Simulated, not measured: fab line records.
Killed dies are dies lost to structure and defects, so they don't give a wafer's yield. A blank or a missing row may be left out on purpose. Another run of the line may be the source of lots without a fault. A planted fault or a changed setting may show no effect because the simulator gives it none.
Which of the tools did it? + flow n5Finfet + Sampling: 11 lots, 33 wafers, 2 of 1938 route steps

WHAT THE GAUGES SHOWED, per wafer
N5_BEOL_M11_CD_MEAS_28: target cd 70 nm.
| lot  | measured     | on       | cdNm (nm)      |
|------|--------------|----------|----------------|
| L075 | day 11 09:18 | cdSem-02 | 70.5 70.4 70.4 |
| L076 | day 12 02:05 | cdSem-03 | 69.8 70.8 71.2 |
| L081 | day 12 12:33 | cdSem-01 | 69.7 69.2 68.6 |
| L079 | day 13 01:31 | cdSem-03 | 69.3 70.5 69.7 |
| L084 | day 13 06:52 | cdSem-02 | 68.8 67.9 67.3 |
| L086 | day 13 17:50 | cdSem-02 | 69.6 71.0 69.1 |
| L090 | day 14 07:14 | cdSem-03 | 68.9 70.2 70.0 |
| L088 | day 14 21:39 | cdSem-02 | 72.0 70.7 70.3 |
| L092 | day 15 12:42 | cdSem-03 | 68.7 69.2 67.9 |
| L094 | day 16 04:46 | cdSem-01 | 70.5 70.2 70.4 |
| L097 | day 16 19:52 | cdSem-03 | 70.2 69.3 71.3 |

WHICH TOOL RAN EACH LOT (tool, then ch and the chambers of the sampled wafers, then the start)
| lot  | N5_BEOL_M11_HM_OPEN_17           |
|------|----------------------------------|
| L075 | rieMetal-03 ch 0,1, day 11 06:23 |
| L076 | rieMetal-02 ch 0,1, day 12 00:49 |
| L081 | rieMetal-02 ch 0,1, day 12 11:57 |
| L079 | rieMetal-03 ch 0,1, day 13 00:28 |
| L084 | rieMetal-03 ch 0,1, day 13 06:23 |
| L086 | rieMetal-02 ch 0,1, day 13 17:23 |
| L090 | rieMetal-01 ch 0,1, day 14 06:07 |
| L088 | rieMetal-01 ch 0,1, day 14 20:09 |
| L092 | rieMetal-02 ch 0,1, day 15 11:26 |
| L094 | rieMetal-03 ch 0,1, day 16 02:11 |
| L097 | rieMetal-02 ch 0,1, day 16 18:23 |
- N5_BEOL_M11_HM_OPEN_17: chemistry Cl2/BCl3, target TiN, target depth 20 nm, overetch 6 nm.

THE ANSWER, worked out from the rows above alone
Rule: what is usual is taken from the lots themselves. Put in order of their means at a reading, lots are off if they are a third of the lots or fewer, leave a main group of 4 or more, and stand apart from it by a gap of 3 or more times the standard deviation of the main group's means; of several such gaps the widest counts. Not used: any main group whose means are identical at the precision the tables above print for the reading. Also off: a lot with no number at a reading for which 4 or more lots have one. Any other lot the step has rows for is counted as sound.
No lot is off at any reading shown: from this, nothing can be told.

WHAT WAS PUT IN BY THE SIMULATOR
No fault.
